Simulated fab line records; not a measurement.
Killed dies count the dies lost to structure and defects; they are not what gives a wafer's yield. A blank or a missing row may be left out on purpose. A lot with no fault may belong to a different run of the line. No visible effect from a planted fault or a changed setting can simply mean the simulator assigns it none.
Chamber matching | flow n5 finfet | N5_BEOL_M8_CURE_75 on uv cure-01 has 3 sister chambers
The step cures SiCOH lowk, time 120 s. 6 wafers are shown with their chamber, then 7 later ones without.

## WAFERS PAIRED WITH THEIR CHAMBERS
wafer  | chamber | wafer_temp_C_max | lamp power pct (%)
L077.5 | 1       | 371.2            | 52.32
L077.6 | 1       | 371.3            | 52.36
L086.4 | 2       | 371.5            | 52.28
L086.5 | 2       | 372.2            | 52.37
L091.1 | 0       | 371.6            | 52.38
L091.2 | 0       | 372.2            | 52.39

## WAFERS WITH NO CHAMBER GIVEN
wafer  | wafer_temp_C_max | lamp power pct (%)
L091.4 | 372.4            | 52.36
L092.1 | 371.7            | 52.31
L092.2 | 371.3            | 52.26
L092.3 | 371.8            | 52.40
L093.1 | 372.4            | 52.25
L093.3 | 371.8            | 52.30
L093.5 | 372.3            | 52.36

## WHICH CHAMBER EACH WENT THROUGH
wafer  | from the rows above          | in truth
L091.4 | can't be placed: 0 or 2 or 1 | 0
L092.1 | can't be placed: 2 or 1 or 0 | 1
L092.2 | can't be placed: 1 or 2 or 0 | 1
L092.3 | can't be placed: 0 or 2 or 1 | 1
L093.1 | can't be placed: 2 or 0 or 1 | 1
L093.3 | can't be placed: 2 or 1 or 0 | 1
L093.5 | can't be placed: 0 or 2 or 1 | 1
Correct placement for 0 of the 7. Cannot be placed on the basis of these rows: 7; the candidates contain the true chamber in 7. Number placed wrongly: 0.
How it was worked out, from the rows above alone: a wafer's distance from a chamber is the root of the sum, over the readings, of the square of ((its reading less the chamber's mean) divided by the reading's scatter). If the next closest chamber is less than 2 further off than the closest, the wafer can't be placed; otherwise it belongs to the closest. The mean given for a chamber averages the wafers shown for that chamber. How the scatter is found: for the shown wafers, subtract from each reading the mean of its chamber, square and add these, divide the total by (wafers less chambers), then take the root.
